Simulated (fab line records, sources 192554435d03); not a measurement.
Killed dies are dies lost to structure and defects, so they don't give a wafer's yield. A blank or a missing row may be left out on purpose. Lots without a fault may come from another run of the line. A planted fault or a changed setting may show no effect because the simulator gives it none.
fab line records | flow n5_finfet
record lots=11 wafers=31 last_day=16
route steps=1938 shown BEOL_M1@824 BEOL_M2@843 BEOL_M4@1111 PASSIVATION@1936
lots that met no fault: from a run of the same line without faults
start_h: hours from the record's first day to the start of the lot's first wafer shown | wait_h: hours since the lot's step before | " the same as in the row above | L1.1+2: a row that stands for several wafers | - no value, or no start given | * or withheld: withheld | < > ~ a bound
route shown NAME@n: a module of which the file shows steps, and the number in the route of the first | usual: mean/standard deviation of fault-free wafers | same: alike in all rows | chamber/n: place in a boat | sites: the reading at each site | _std_site: their standard deviation | _edge_site: outer sites' mean less inner sites' | radius_mm: how far each site lies from the wafer's centre | mask NAME#n: copy n | behind: the tool/chamber that last shaped the wafer | hold: why the lot was held/for how many hours/how that ended | device: the transistor (n, p or np) that didn't switch | end of line: the same wafers' tests at the end of the route | a step without rows: its recipe alone | killed: dies lost to structure and defects at the first sort, not the wafer's yield | map: a wafer's dies, x killed, . not, _ none there
set.NAME: the setting as run; set.NAME@STEP: as run at that earlier step | model.NAME: the simulator's own value behind a step, which no gauge read
steps of the route over a sample of lots; a table a step, a row a wafer
services: from which hour (start_h, from the record's first day; less than 0 if before it) a tool's chamber was out of use, for how many hours, and why
## steps
# step N5_BEOL_M1_SPUTTER_90
# recipe material=Cu target_thk_a=45 temp_c=-20 chamber_pressure_pa=0.07 power_w=withheld time_s=8.29
# usual substrate_temp_c=-20.00/0.1 throttle_valve_pct=29.8/0.99
# columns lot.wafer tool chamber start_h wait_h substrate_temp_c throttle_valve_pct
L202.1 pvd_sputter-02 - 132.71 0.1 -19.99 28.5
L202.2 " - " " -19.89 31.2
L202.3 " - " " -19.93 30.2
L203.2 pvd_sputter-03 - 138.78 0.1 -20.03 29.9
L203.3 " - " " -20.02 30.8
L203.6 " - " " -19.99 29.1
L205.1 pvd_sputter-01 - 144.19 0.1 -19.82 28.3
L205.2 " - " " -20.07 29.9
L205.5 " - " " -20.15 29.7
L204.2 pvd_sputter-02 - 144.34 0.1 -19.99 30.2
L204.5 " - " " -19.83 28.7
L204.6 " - " " -19.97 30.2
L206.2 pvd_sputter-02 - 154.51 0.1 -20.07 28.5
L206.4 " - " " -20.07 31.2
L206.6 " - " " -19.99 30.3
L208.2 pvd_sputter-02 - 162.43 0.1 -20.07 28.9
L208.3 " - " " -20.06 28.7
L208.6 " - " " -20.10 28.3
L209.1 pvd_sputter-02 - 172.84 0.1 -19.97 28.8
L209.3 " - " " -19.83 31.3
L209.6 " - " " -19.92 28.5
L211.3 pvd_sputter-01 - 186.90 0.1 -20.09 29.8
L211.4 " - " " -19.88 30.6
L211.5 " - " " -19.69 30.9
L212.1 pvd_sputter-01 - 192.24 0.1 -20.11 29.7
L212.2 " - " " -19.99 31.1
L212.4 " - " " -19.85 30.9
L216.2 pvd_sputter-03 - 211.55 0.1 -20.01 30.1
L216.4 " - " " -20.05 30.2
L220.1 pvd_sputter-03 - 237.31 0.1 -20.05 29.0
L220.2 " - " " -20.09 30.2
# step N5_BEOL_M1_THK_MEAS_53
# recipe thk_meas_gauge=xrf reads=Cu_of_BEOL_M1_ECD_50
# usual M1_THK=40.1/1.7
# columns lot.wafer tool chamber start_h wait_h M1_THK[nm]
L202.1 film_metro-01 - 134.16 - 40.8
L202.2 " - " " 41.0
L202.3 " - " " 42.5
L203.2 film_metro-01 - 140.23 - 38.1
L203.3 " - " " 38.3
L203.6 " - " " 39.7
L205.1 film_metro-02 - 145.64 - 42.7
L205.2 " - " " 40.2
L205.5 " - " " 42.1
L204.2 film_metro-01 - 145.88 - 39.3
L204.5 " - " " 43.0
L204.6 " - " " 41.9
L206.2 film_metro-01 - 155.96 - 38.6
L206.4 " - " " 39.3
L206.6 " - " " 38.8
L208.2 film_metro-02 - 163.88 - 39.6
L208.3 " - " " 39.1
L208.6 " - " " 42.7
L209.1 film_metro-01 - 174.35 - 39.4
L209.3 " - " " 40.6
L209.6 " - " " 40.4
L211.3 film_metro-02 - 188.38 - 35.5
L211.4 " - " " 38.2
L211.5 " - " " 38.8
L212.1 film_metro-01 - 193.69 - 37.8
L212.2 " - " " 40.1
L212.4 " - " " 38.2
L216.2 film_metro-01 - 212.99 - 39.2
L216.4 " - " " 39.7
L220.1 film_metro-02 - 238.77 - 38.9
L220.2 " - " " 42.2
# step N5_BEOL_M1_CO_CAP_55
# recipe material=Co target_thk_a=20 temp_c=200 precursor=CCTBA/H2 pressure_torr=30 time_s=102.1
# usual heater_power_w=239/15 run_length_s=125.3/0.6
# columns lot.wafer tool chamber start_h wait_h heater_power_w run_length_s
L202.1 cvd_co-01 1 134.23 0.0 220 126.2
L202.2 " 2 " " 239 124.7
L202.3 " 0 " " 218 126.2
L203.2 cvd_co-01 0 140.31 0.0 216 125.8
L203.3 " 2 " " 237 124.7
L203.6 " 0 " " 218 125.7
L205.1 cvd_co-02 2 145.72 0.0 237 125.4
L205.2 " 0 " " 252 125.3
L205.5 " 1 " " 256 125.2
L204.2 cvd_co-02 2 145.96 0.0 237 125.5
L204.5 " 0 " " 251 124.6
L204.6 " 2 " " 240 125.3
L206.2 cvd_co-01 2 156.03 0.0 233 124.9
L206.4 " 0 " " 217 125.7
L206.6 " 2 " " 235 124.6
L208.2 cvd_co-01 1 163.95 0.0 212 125.4
L208.3 " 2 " " 228 125.3
L208.6 " 0 " " 212 125.7
L209.1 cvd_co-02 2 174.63 0.0 233 125.6
L209.3 " 0 " " 254 124.1
L209.6 " 0 " " 250 124.4
L211.3 cvd_co-02 0 188.46 0.0 250 124.8
L211.4 " 2 " " 241 125.4
L211.5 " 1 " " 253 125.2
L212.1 cvd_co-02 1 193.87 0.0 248 125.0
L212.2 " 2 " " 234 125.4
L212.4 " 2 " " 238 125.3
L216.2 cvd_co-02 2 213.07 0.0 246 64.6
L216.4 " 1 " " 252 125.0
L220.1 cvd_co-01 1 238.84 0.0 212 126.0
L220.2 " 2 " " 233 125.3
# step N5_BEOL_M2_PECVD_72
# recipe material=SiO2 target_thk_a=160 temp_c=400 precursor=TEOS/O2 pressure_torr=5.5 rf_w=450 teos_flow_sccm=53.8 gas=O2 flow_sccm=3000 time_s=18
# usual heater_power_w=746/62 showerhead_plenum_p_Torr=8.78/0.068 throttle_valve_pct=22.4/0.93
# columns lot.wafer tool chamber start_h wait_h heater_power_w showerhead_plenum_p_Torr throttle_valve_pct
L202.1 pecvd-03 1 134.58 0.0 738 8.83 23.7
L202.2 " 0 " " 854 8.87 21.7
L202.3 " 2 " " 646 8.68 22.5
L203.2 pecvd-04 1 140.71 0.0 648 8.75 22.5
L203.3 " 2 " " 716 8.76 22.3
L203.6 " 0 " " 725 8.74 24.3
L205.1 pecvd-04 2 146.07 0.0 609 8.78 22.6
L205.2 " 0 " " 741 8.76 24.2
L205.5 " 2 " " 621 8.76 22.3
L204.2 pecvd-01 1 146.31 0.0 710 8.83 22.5
L204.5 " 0 " " 630 8.74 21.1
L204.6 " 2 " " 856 8.80 20.9
L206.2 pecvd-03 1 156.38 0.0 769 8.82 23.7
L206.4 " 0 " " 773 8.87 21.6
L206.6 " 2 " " 693 8.67 22.1
L208.2 pecvd-03 2 164.31 0.0 752 8.69 22.2
L208.3 " 0 " " 857 8.88 21.6
L208.6 " 1 " " 683 8.86 23.6
L209.1 pecvd-03 2 174.98 0.0 742 8.66 22.1
L209.3 " 1 " " 735 8.84 23.9
L209.6 " 0 " " 801 8.87 21.7
L211.3 pecvd-04 0 188.81 0.0 731 8.75 23.7
L211.4 " 1 " " 703 8.74 22.4
L211.5 " 0 " " 735 8.73 24.2
L212.1 pecvd-03 1 194.22 0.0 701 8.83 24.2
L212.2 " 0 " " 831 8.89 21.9
L212.4 " 0 " " 845 8.89 21.5
L216.2 pecvd-03 0 213.43 0.0 790 8.89 21.7
L216.4 " 0 " " 772 8.88 21.7
L220.1 pecvd-04 0 239.19 0.0 735 8.75 24.6
L220.2 " 1 " " 776 8.73 22.5
# step N5_BEOL_M4_RC_MEAS_101
# usual DIBL_N=36.6/2.1 DIBL_P=36.3/2.2 IOFF_N=0.16/0.036 IOFF_P=0.21/0.038 ION_N=671/12 ION_P=460/7.5 SS_N=71.8/0.72 SS_P=73.3/0.72 VT_N=250/3.2 VT_P=-250/3.5
# columns lot.wafer tool chamber start_h wait_h DIBL_N[mV/V] DIBL_P[mV/V] IOFF_N[nA/um] IOFF_P[nA/um] ION_N[uA/um] ION_P[uA/um] SS_N[mV/dec] SS_P[mV/dec] VT_N[mV] VT_P[mV]
L202.1 prober-02 0 162.49 0.0 40.1 39.8 0.20 0.21 675 456 72.6 73.9 248 -254
L202.2 " 0 " " 35.0 35.4 0.12 0.16 655 453 71.2 72.8 253 -257
L202.3 " 0 " " 37.9 38.1 0.16 0.19 669 456 71.4 73.9 252 -257
L203.2 prober-01 0 171.84 0.2 39.8 37.1 0.20 0.26 678 469 72.1 73.7 249 -245
L203.3 " 0 " " 37.9 35.5 0.17 0.24 679 473 71.9 73.5 247 -246
L203.6 " 0 " " 39.4 36.5 0.19 0.25 666 460 72.7 73.9 247 -246
L204.2 prober-02 0 179.72 0.2 35.4 36.4 0.17 0.22 661 459 72.0 74.1 250 -251
L204.5 " 0 " " 36.8 37.3 0.20 0.23 678 460 72.4 74.3 245 -250
L204.6 " 0 " " 38.4 40.0 0.23 0.28 680 461 72.7 74.9 243 -248
L205.1 prober-01 0 181.14 0.0 36.6 35.8 0.18 0.21 674 458 71.9 73.5 249 -251
L205.2 " 0 " " 34.7 33.8 0.14 0.18 670 463 71.7 73.2 250 -254
L205.5 " 0 " " 35.2 33.3 0.14 0.17 664 452 71.7 72.9 251 -253
L206.2 prober-01 0 185.55 0.2 39.1 39.6 0.20 0.25 683 458 72.3 74.0 249 -247
L206.4 " 0 " " 34.7 33.7 0.13 0.17 654 451 71.3 72.3 252 -252
L206.6 " 0 " " 33.8 33.0 0.11 0.15 656 454 70.9 72.3 252 -255
L208.2 prober-01 0 196.20 0.2 38.5 37.8 0.21 0.25 682 463 72.4 73.7 245 -249
L208.3 " 0 " " 38.6 37.6 0.19 0.24 673 457 72.1 74.1 249 -250
L208.6 " 0 " " 39.4 37.8 0.20 0.25 678 463 73.1 74.3 249 -248
L209.1 prober-02 0 212.55 0.0 38.0 36.7 0.17 0.23 659 459 72.0 73.5 249 -247
L209.3 " 0 " " 39.1 37.5 0.18 0.24 674 465 72.2 73.8 248 -248
L209.6 " 0 " " 40.2 38.5 0.21 0.26 673 461 72.8 73.4 245 -247
L211.3 prober-02 0 218.80 0.3 34.4 35.1 0.13 0.19 663 456 70.9 72.4 252 -252
L211.4 " 0 " " 35.4 35.9 0.15 0.21 678 470 71.0 73.1 249 -249
L211.5 " 0 " " 32.6 33.4 0.11 0.16 666 461 70.7 72.5 252 -252
L212.1 prober-01 0 223.52 0.0 32.1 31.7 0.12 0.17 668 470 69.9 72.2 253 -250
L212.2 " 0 " " 36.3 35.6 0.18 0.24 686 471 72.0 73.1 248 -247
L212.4 " 0 " " 36.9 36.6 0.18 0.25 673 465 72.1 73.4 248 -246
L216.2 prober-01 0 243.35 0.7 34.3 34.3 0.13 0.17 644 444 72.1 73.3 256 -256
L216.4 " 0 " " 35.9 36.8 0.16 0.21 667 463 71.9 72.9 250 -252
L220.1 prober-02 0 275.01 0.0 34.1 35.0 0.13 0.18 680 464 71.4 72.3 249 -251
L220.2 " 0 " " 36.6 37.4 0.18 0.21 669 456 72.4 73.0 249 -252
# step N5_PASSIVATION_PROBE_49
# usual defect_limited_yield=91.1/1.4 killed_at_M0_to_M3=33/9.1 killed_at_M4_up=14/5.6 killed_at_contacts=13/5.7 killed_at_front_end=42/12 killed_at_other=4/3 killed_dies=105/16 killed_open=69/11 killed_short=34/7.5 sort_bin_5_function=5.2/0.91 sort_bin_6_memory=3.3/0.64 sort_bin_8_speed=0.0/0.37 sort_n_pass=1075/16 sort_yield_pct=91.1/1.4
# same gross_dies=1180 killed_at_back_side=0 sort_bin_4_leakage[%]=0
# columns lot.wafer tool chamber start_h wait_h defect_limited_yield[%] killed_at_M0_to_M3 killed_at_M4_up killed_at_contacts killed_at_front_end killed_at_other killed_dies killed_open killed_short sort_bin_5_function[%] sort_bin_6_memory[%] sort_bin_8_speed[%] sort_n_pass sort_yield_pct[%]
L202.1 prober-02 - 262.73 0.0 90.3 28 19 11 54 2 114 73 37 5.4 3.6 0 1066 90.3
L202.2 prober-02 - 262.78 0.1 91.6 28 24 12 33 2 99 66 28 4.5 3.6 0 1081 91.6
L202.3 prober-02 - 262.83 0.1 91.5 29 13 6 51 1 100 66 33 4.4 3.8 0 1080 91.5
L203.2 prober-02 - 263.52 0.1 91.1 22 12 19 48 4 105 65 35 5.0 3.8 0 1075 91.1
L203.3 prober-02 - 263.57 0.1 91.3 27 6 17 48 5 103 62 40 5.7 2.5 0 1077 91.3
L203.6 prober-02 - 263.72 0.3 93.0 25 9 14 30 5 83 54 29 3.7 3.0 0 1097 93.0
L205.1 prober-01 - 274.06 0.0 88.2 60 13 15 51 0 139 90 48 7.0 4.5 0 1041 88.2
L205.2 prober-01 - 274.11 0.1 90.8 50 12 5 40 1 108 67 40 5.4 3.2 0 1072 90.8
L205.5 prober-01 - 274.26 0.2 90.3 46 10 16 39 4 115 71 39 5.2 4.2 0 1065 90.3
L204.2 prober-02 - 281.85 0.1 90.8 31 15 31 26 5 108 73 33 5.6 3.5 0 1072 90.8
L204.5 prober-02 - 282.00 0.2 92.6 26 21 11 24 5 87 59 23 4.3 3.0 0 1093 92.6
L204.6 prober-02 - 282.05 0.3 92.0 25 24 11 29 5 94 64 30 4.8 2.9 0 1086 92.0
L206.2 prober-01 - 283.81 0.1 91.3 18 13 19 51 2 103 61 42 4.9 3.3 0 1077 91.3
L206.4 prober-01 - 283.91 0.2 91.7 31 13 14 33 7 98 54 40 5.1 2.9 0 1082 91.7
L206.6 prober-01 - 284.01 0.3 91.9 35 10 15 34 1 95 61 32 5.4 2.3 0 1085 91.9
L208.2 prober-01 - 300.77 0.5 89.4 39 8 9 65 4 125 75 48 6.3 4.2 0 1055 89.4
L208.3 prober-01 - 300.82 0.5 89.3 37 13 16 52 8 126 76 47 6.4 3.9 0 1054 89.3
L208.6 prober-01 - 300.97 0.7 89.5 32 17 15 54 6 124 82 39 6.2 3.9 0 1056 89.5
L211.3 prober-02 - 310.98 0.1 91.1 52 15 13 20 5 105 68 36 5.2 3.6 0 1075 91.1
L211.4 prober-02 - 311.03 0.2 92.1 29 12 11 37 4 93 51 39 4.4 3.1 0 1087 92.1
L211.5 prober-02 - 311.08 0.2 93.8 27 12 11 23 0 73 53 20 3.7 2.2 0 1107 93.8
L209.1 prober-01 - 311.01 0.2 92.3 37 12 11 30 1 91 64 25 4.4 3.1 0 1089 92.3
L209.3 prober-01 - 311.11 0.3 92.9 26 8 11 39 0 84 51 33 4.4 2.4 0 1096 92.9
L209.6 prober-01 - 311.26 0.4 89.6 32 10 8 68 5 123 80 43 6.0 4.0 0 1057 89.6
L212.1 prober-01 - 323.05 0.0 92.5 22 9 16 29 12 88 56 32 4.7 2.2 0 1092 92.5
L212.2 prober-01 - 323.10 0.1 94.0 16 12 8 32 3 71 40 30 3.4 2.3 0 1109 94.0
L212.4 prober-01 - 323.20 0.2 91.9 24 10 8 49 4 95 59 33 4.4 3.4 0 1085 91.9
L216.2 prober-01 - 344.75 0.1 88.7 27 8 24 67 7 133 87 45 6.7 4.1 0.1 1046 88.6
L216.4 prober-01 - 344.85 0.2 90.2 31 7 32 44 2 116 90 25 6.0 3.6 0 1064 90.2
L220.1 prober-01 - 378.24 0.0 90.8 33 18 3 46 8 108 72 36 4.7 4.1 0 1072 90.8
L220.2 prober-01 - 378.29 0.1 89.9 40 17 11 46 5 119 78 39 5.7 3.9 0.1 1061 89.9
# killed by level:class
L202.1 FIN_SAQP:geometric_particle:open=15 STI_FIN_REVEAL:geometric_particle:open=13 BEOL_M3:geometric_particle:open=10 FIN_SAQP:geometric_particle:short=8 MOL_CONTACT_COAG:geometric_particle:open=7 BEOL_M4:geometric_particle:open=5 BEOL_M0_SAQP:geometric_particle:open=5 MOL_CONTACT_COAG:geometric_particle:short=4
L202.2 BEOL_M4:geometric_particle:open=15 FIN_SAQP:geometric_particle:open=10 BEOL_M3:geometric_particle:open=10 FIN_SAQP:geometric_particle:short=8 MOL_CONTACT_COAG:geometric_particle:open=8 GATE_CUT:geometric_particle:short=5 BEOL_M2:geometric_particle:open=5 MOL_CONTACT_COAG:geometric_particle:short=4
L202.3 FIN_SAQP:geometric_particle:short=14 BEOL_M3:geometric_particle:open=13 FIN_SAQP:geometric_particle:open=11 BEOL_M4:geometric_particle:open=8 BEOL_M2:geometric_particle:open=7 MOL_CONTACT_COAG:geometric_particle:open=5 STI_FIN_REVEAL:geometric_particle:open=5 GATE_CUT:geometric_particle:short=5
L203.2 FIN_SAQP:geometric_particle:open=15 MOL_CONTACT_COAG:geometric_particle:open=15 FIN_SAQP:geometric_particle:short=9 BEOL_M0_SAQP:geometric_particle:short=6 STI_FIN_REVEAL:geometric_particle:open=5 BEOL_M0_SAQP:geometric_particle:open=4 BEOL_M1:geometric_particle:open=4 STI_FIN_REVEAL:geometric_particle:short=3
L203.3 MOL_CONTACT_COAG:geometric_particle:open=13 FIN_SAQP:geometric_particle:open=11 BEOL_M0_SAQP:geometric_particle:open=11 GATE_CUT:geometric_particle:short=10 FIN_SAQP:geometric_particle:short=8 BEOL_M0_SAQP:geometric_particle:short=6 GATE_CUT:geometric_particle:open=5 STI_FIN_REVEAL:geometric_particle:open=5
L203.6 MOL_CONTACT_COAG:geometric_particle:open=13 FIN_SAQP:geometric_particle:open=8 BEOL_M0_SAQP:geometric_particle:open=7 FIN_SAQP:geometric_particle:short=5 GATE_CUT:geometric_particle:short=5 BEOL_M0_SAQP:geometric_particle:short=4 BEOL_M2:geometric_particle:short=4 BEOL_M2:geometric_particle:open=4
L205.1 FIN_SAQP:geometric_particle:short=16 BEOL_M3:geometric_particle:open=15 BEOL_M1:geometric_particle:open=13 BEOL_M0_SAQP:geometric_particle:open=11 FIN_SAQP:geometric_particle:open=10 MOL_CONTACT_COAG:geometric_particle:open=9 BEOL_M2:geometric_particle:open=7 MOL_CONTACT_COAG:geometric_particle:short=5
L205.2 BEOL_M1:geometric_particle:open=17 FIN_SAQP:geometric_particle:short=12 BEOL_M3:geometric_particle:open=8 BEOL_M4:geometric_particle:open=8 FIN_SAQP:geometric_particle:open=6 GATE_CUT:geometric_particle:short=6 MOL_CONTACT_COAG:geometric_particle:open=5 BEOL_M1:geometric_particle:short=5
L205.5 BEOL_M1:geometric_particle:open=14 STI_FIN_REVEAL:geometric_particle:open=11 MOL_CONTACT_COAG:geometric_particle:open=11 BEOL_M0_SAQP:geometric_particle:short=8 BEOL_M0_SAQP:geometric_particle:open=6 BEOL_M1:geometric_particle:short=6 BEOL_M4:geometric_particle:open=5 GATE_CUT:geometric_particle:short=5
L204.2 MOL_CONTACT_COAG:geometric_particle:open=23 BEOL_M3:geometric_particle:open=8 MOL_CONTACT_COAG:geometric_particle:short=7 BEOL_M2:geometric_particle:open=6 BEOL_M5:geometric_particle:open=6 GATE_CUT:geometric_particle:short=5 BEOL_M0_SAQP:geometric_particle:open=5 BEOL_M4:geometric_particle:open=4
L204.5 BEOL_M4:geometric_particle:open=11 MOL_CONTACT_COAG:geometric_particle:open=10 BEOL_M3:geometric_particle:open=10 FIN_SAQP:geometric_particle:short=5 FIN_SAQP:geometric_particle:open=4 GATE_CUT:geometric_particle:short=4 BEOL_M1:geometric_particle:open=4 BEOL_M3:geometric_particle:short=3
L204.6 BEOL_M3:geometric_particle:open=14 MOL_CONTACT_COAG:geometric_particle:open=10 FIN_SAQP:geometric_particle:short=5 GATE_CUT:geometric_particle:short=5 BEOL_M2:geometric_particle:open=5 BEOL_M4:geometric_particle:short=5 STARTING-WAFER:geometric_particle:open=5 FIN_SAQP:geometric_particle:open=4
L206.2 MOL_CONTACT_COAG:geometric_particle:open=15 FIN_SAQP:geometric_particle:short=12 BEOL_M0_SAQP:geometric_particle:short=9 DUMMY_GATE:geometric_particle:open=8 FIN_SAQP:geometric_particle:open=6 GATE_CUT:geometric_particle:short=6 ILD0:geometric_particle:open=5 MOL_CONTACT_COAG:geometric_particle:short=4
L206.4 FIN_SAQP:geometric_particle:short=12 BEOL_M0_SAQP:geometric_particle:short=11 MOL_CONTACT_COAG:geometric_particle:open=11 FIN_SAQP:geometric_particle:open=8 BEOL_M1:geometric_particle:open=7 BEOL_M0_SAQP:geometric_particle:open=6 GATE_CUT:geometric_particle:open=3 MOL_CONTACT_COAG:geometric_particle:short=3
L206.6 GATE_CUT:geometric_particle:open=8 MOL_CONTACT_COAG:geometric_particle:open=8 BEOL_M0_SAQP:geometric_particle:short=8 FIN_SAQP:geometric_particle:open=7 BEOL_M2:geometric_particle:open=7 BEOL_M3:geometric_particle:open=7 GATE_CUT:geometric_particle:short=6 MOL_CONTACT_COAG:geometric_particle:short=6
L208.2 FIN_SAQP:geometric_particle:short=20 FIN_SAQP:geometric_particle:open=20 STI_FIN_REVEAL:geometric_particle:open=14 BEOL_M0_SAQP:geometric_particle:short=13 BEOL_M0_SAQP:geometric_particle:open=10 MOL_CONTACT_COAG:geometric_particle:open=6 BEOL_M0:geometric_particle:open=4 BEOL_M1:geometric_particle:open=4
L208.3 FIN_SAQP:geometric_particle:short=18 MOL_CONTACT_COAG:geometric_particle:open=13 FIN_SAQP:geometric_particle:open=10 BEOL_M0_SAQP:geometric_particle:open=10 DUMMY_GATE:geometric_particle:open=9 BEOL_M0_SAQP:geometric_particle:short=9 BEOL_M1:geometric_particle:open=8 STI_FIN_REVEAL:geometric_particle:open=4
L208.6 FIN_SAQP:geometric_particle:short=15 FIN_SAQP:geometric_particle:open=13 MOL_CONTACT_COAG:geometric_particle:open=12 BEOL_M0_SAQP:geometric_particle:open=10 DUMMY_GATE:geometric_particle:open=8 BEOL_M0_SAQP:geometric_particle:short=7 BEOL_M2:geometric_particle:open=7 BEOL_M5:geometric_particle:open=6
L211.3 BEOL_M2:geometric_particle:open=20 MOL_CONTACT_COAG:geometric_particle:open=12 BEOL_M2:geometric_particle:short=7 BEOL_M3:geometric_particle:open=7 GATE_CUT:geometric_particle:short=6 BEOL_M1:geometric_particle:short=5 BEOL_M0_SAQP:geometric_particle:short=4 BEOL_M1:geometric_particle:open=4
L209.1 BEOL_M0_SAQP:geometric_particle:open=13 MOL_CONTACT_COAG:geometric_particle:open=9 STI_FIN_REVEAL:geometric_particle:open=8 BEOL_M0_SAQP:geometric_particle:short=8 FIN_SAQP:geometric_particle:open=5 DUMMY_GATE:geometric_particle:open=4 BEOL_M1:geometric_particle:open=4 BEOL_M2:geometric_particle:open=4
L211.4 MOL_CONTACT_COAG:geometric_particle:open=10 STARTING-WAFER:geometric_particle:short=8 BEOL_M3:geometric_particle:open=7 BEOL_M2:geometric_particle:open=6 GATE_CUT:geometric_particle:short=5 BEOL_M0:geometric_particle:open=5 BEOL_M4:geometric_particle:open=5 BEOL_M4:geometric_particle:short=4
L211.5 MOL_CONTACT_COAG:geometric_particle:open=8 BEOL_M4:geometric_particle:open=8 FIN_SAQP:geometric_particle:open=5 BEOL_M0_SAQP:geometric_particle:open=5 BEOL_M3:geometric_particle:open=5 BEOL_M1:geometric_particle:open=4 BEOL_M2:geometric_particle:open=4 BEOL_M3:geometric_particle:short=4
L209.3 FIN_SAQP:geometric_particle:short=9 BEOL_M0_SAQP:geometric_particle:open=8 STI_FIN_REVEAL:geometric_particle:open=6 MOL_CONTACT_COAG:geometric_particle:open=6 FIN_SAQP:geometric_particle:open=5 MOL_CONTACT_COAG:geometric_particle:short=5 BEOL_M1:geometric_particle:open=5 STARTING-WAFER:geometric_particle:short=5
L209.6 STI_FIN_REVEAL:geometric_particle:open=26 FIN_SAQP:geometric_particle:short=10 BEOL_M0_SAQP:geometric_particle:short=10 BEOL_M0_SAQP:geometric_particle:open=10 FIN_SAQP:geometric_particle:open=8 MOL_CONTACT_COAG:geometric_particle:open=6 STI_FIN_REVEAL:geometric_particle:short=5 DUMMY_GATE:geometric_particle:open=5
L212.1 MOL_CONTACT_COAG:geometric_particle:open=14 FIN_SAQP:geometric_particle:short=9 STI_FIN_REVEAL:geometric_particle:open=9 GATE_CUT:geometric_particle:short=5 BEOL_M2:geometric_particle:open=5 BEOL_M3:geometric_particle:open=5 PASS1_DEP:geometric_particle:open=5 PASS1_DEP:geometric_particle:short=5
L212.2 FIN_SAQP:geometric_particle:short=9 MOL_CONTACT_COAG:geometric_particle:open=6 BEOL_M4:geometric_particle:open=6 GATE_CUT:geometric_particle:short=4 BEOL_M0_SAQP:geometric_particle:short=4 BEOL_M2:geometric_particle:open=4 FIN_SAQP:geometric_particle:open=3 BEOL_M0_SAQP:geometric_particle:open=3
L212.4 STI_FIN_REVEAL:geometric_particle:open=14 FIN_SAQP:geometric_particle:short=12 BEOL_M3:geometric_particle:open=8 MOL_CONTACT_COAG:geometric_particle:open=7 GATE_CUT:geometric_particle:short=5 BEOL_M2:geometric_particle:open=5 BEOL_M4:geometric_particle:open=5 FIN_SAQP:geometric_particle:open=4
L216.2 STI_FIN_REVEAL:geometric_particle:open=22 MOL_CONTACT_COAG:geometric_particle:open=17 FIN_SAQP:geometric_particle:open=15 BEOL_M3:geometric_particle:open=12 STI_FIN_REVEAL:geometric_particle:short=8 MOL_CONTACT_COAG:geometric_particle:short=7 FIN_SAQP:geometric_particle:short=6 GATE_CUT:geometric_particle:short=5
L216.4 MOL_CONTACT_COAG:geometric_particle:open=23 STI_FIN_REVEAL:geometric_particle:open=17 BEOL_M3:geometric_particle:open=15 FIN_SAQP:geometric_particle:open=10 MOL_CONTACT_COAG:geometric_particle:short=8 DUMMY_GATE:geometric_particle:open=5 BEOL_M0_SAQP:geometric_particle:short=5 BEOL_M4:geometric_particle:open=5
L220.1 STI_FIN_REVEAL:geometric_particle:open=12 BEOL_M0_SAQP:geometric_particle:short=12 BEOL_M0_SAQP:geometric_particle:open=11 BEOL_M4:geometric_particle:open=10 FIN_SAQP:geometric_particle:short=9 FIN_SAQP:geometric_particle:open=6 BEOL_M3:geometric_particle:open=5 PASS1_CAP:geometric_particle:open=4
L220.2 BEOL_M4:geometric_particle:open=13 STI_FIN_REVEAL:geometric_particle:open=10 BEOL_M3:geometric_particle:open=10 FIN_SAQP:geometric_particle:short=9 FIN_SAQP:geometric_particle:open=9 MOL_CONTACT_COAG:geometric_particle:open=9 BEOL_M0_SAQP:geometric_particle:short=8 BEOL_M0_SAQP:geometric_particle:open=7
## services
# columns tool chamber start_h hours kind
pecvd-01 2 114.12 2.1 scheduled_down
cvd_co-02 1 114.67 - clean
cvd_co-02 1 114.67 22.0 scheduled_down
cvd_co-02 1 114.67 22.0 vent_cycle
pvd_sputter-01 - 129.27 6.9 repair
cvd_co-02 - 154.10 6.9 pm
pvd_sputter-01 - 161.78 0.8 repair
cvd_co-01 - 171.84 39.5 repair
pecvd-03 1 204.64 2.1 scheduled_down
pecvd-01 1 216.41 5.0 repair
pecvd-04 2 226.18 5.5 scheduled_down
## key
first_sign step=N5_BEOL_M1_CO_CAP_55 reading=run_length_s direction=down sigmas=99+ usual=* struck=*
effect none on later readings
met_at N5_BEOL_M1_CO_CAP_55
struck_lots L216
struck_wafers L216.2
not_acting_at N5_BEOL_M1_SPUTTER_90,N5_BEOL_M1_THK_MEAS_53,N5_BEOL_M2_PECVD_72
onset_between 193.87 213.07
fault kind=process_parameter_drift tool=cvd_co-02 chamber=- onset_h=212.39 steps=N5_BEOL_M1_CO_CAP_55 channel=time_s offset=* shape=step end_h=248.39 scope=struck_wafers_only acts_in=* stated=*
